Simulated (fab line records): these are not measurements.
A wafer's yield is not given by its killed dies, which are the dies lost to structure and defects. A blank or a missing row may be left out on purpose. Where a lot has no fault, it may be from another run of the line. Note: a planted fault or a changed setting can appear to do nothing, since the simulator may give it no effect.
Matching of chambers / flow nand_harc / NHARC_A_SLIT_DEP_23 on pecvd-02: 3 sister chambers
The step deposits SiON, target thk 100 nm. 18 wafers are shown with their chamber, then 9 later ones without.

## WAFERS, EACH WITH ITS CHAMBER
wafer=L076.1; chamber=0; heater_power_w (W)=902; susceptor_temp_C (C)=399.80
wafer=L076.3; chamber=1; heater_power_w (W)=792; susceptor_temp_C (C)=400.11
wafer=L076.5; chamber=1; heater_power_w (W)=816; susceptor_temp_C (C)=399.91
wafer=L074.3; chamber=1; heater_power_w (W)=726; susceptor_temp_C (C)=399.91
wafer=L074.4; chamber=2; heater_power_w (W)=784; susceptor_temp_C (C)=400.06
wafer=L074.5; chamber=1; heater_power_w (W)=739; susceptor_temp_C (C)=400.00
wafer=L080.3; chamber=2; heater_power_w (W)=881; susceptor_temp_C (C)=400.11
wafer=L080.5; chamber=0; heater_power_w (W)=921; susceptor_temp_C (C)=399.77
wafer=L080.6; chamber=2; heater_power_w (W)=850; susceptor_temp_C (C)=399.66
wafer=L079.1; chamber=2; heater_power_w (W)=859; susceptor_temp_C (C)=399.96
wafer=L079.3; chamber=0; heater_power_w (W)=830; susceptor_temp_C (C)=400.04
wafer=L079.6; chamber=0; heater_power_w (W)=859; susceptor_temp_C (C)=399.97
wafer=L082.2; chamber=2; heater_power_w (W)=820; susceptor_temp_C (C)=400.03
wafer=L082.3; chamber=0; heater_power_w (W)=841; susceptor_temp_C (C)=400.09
wafer=L082.4; chamber=0; heater_power_w (W)=852; susceptor_temp_C (C)=400.48
wafer=L083.1; chamber=0; heater_power_w (W)=903; susceptor_temp_C (C)=400.36
wafer=L083.2; chamber=2; heater_power_w (W)=815; susceptor_temp_C (C)=399.93
wafer=L083.6; chamber=2; heater_power_w (W)=820; susceptor_temp_C (C)=399.74

SIGNATURES (means of the wafers above)
reading=heater_power_w; chamber 0=872.57; chamber 1=768.25; chamber 2=832.71; scatter within a chamber=35.9
reading=susceptor_temp_C; chamber 0=400.0729; chamber 1=399.9825; chamber 2=399.9271; scatter within a chamber=0.204
Rule: for each reading, subtract the chamber's mean from the wafer's reading, divide by that reading's scatter and square the result; add these up over the readings and take the root, which gives the wafer's distance from the chamber. The wafer belongs to the nearest chamber; if the next one is less than 2 further off, it can't be placed. How the scatter is found: for the shown wafers, subtract from each reading the mean of its chamber, square and add these, divide the total by (wafers less chambers), then take the root.

## WAFERS WITHOUT THEIR CHAMBER
wafer=L086.1; heater_power_w (W)=889; susceptor_temp_C (C)=400.06
wafer=L086.2; heater_power_w (W)=929; susceptor_temp_C (C)=400.12
wafer=L086.6; heater_power_w (W)=751; susceptor_temp_C (C)=400.22
wafer=L088.3; heater_power_w (W)=850; susceptor_temp_C (C)=400.03
wafer=L088.4; heater_power_w (W)=789; susceptor_temp_C (C)=399.82
wafer=L088.5; heater_power_w (W)=705; susceptor_temp_C (C)=399.99
wafer=L094.1; heater_power_w (W)=835; susceptor_temp_C (C)=400.35
wafer=L094.2; heater_power_w (W)=907; susceptor_temp_C (C)=400.37
wafer=L094.6; heater_power_w (W)=759; susceptor_temp_C (C)=400.15

## CHAMBER TAKEN BY EACH
wafer=L086.1; from the rows above=can't be placed: 0 or 2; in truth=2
wafer=L086.2; from the rows above=can't be placed: 0 or 2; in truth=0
wafer=L086.6; from the rows above=can't be placed: 1 or 2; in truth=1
wafer=L088.3; from the rows above=can't be placed: 0 or 2 or 1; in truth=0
wafer=L088.4; from the rows above=can't be placed: 1 or 2 or 0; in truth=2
wafer=L088.5; from the rows above=can't be placed: 1 or 2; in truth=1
wafer=L094.1; from the rows above=can't be placed: 0 or 2 or 1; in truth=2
wafer=L094.2; from the rows above=can't be placed: 0 or 2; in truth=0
wafer=L094.6; from the rows above=can't be placed: 1 or 2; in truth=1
Correct placement for 0 of the 9. Cannot be placed on the basis of these rows: 9; the candidates contain the true chamber in 9. 0 placed wrongly.
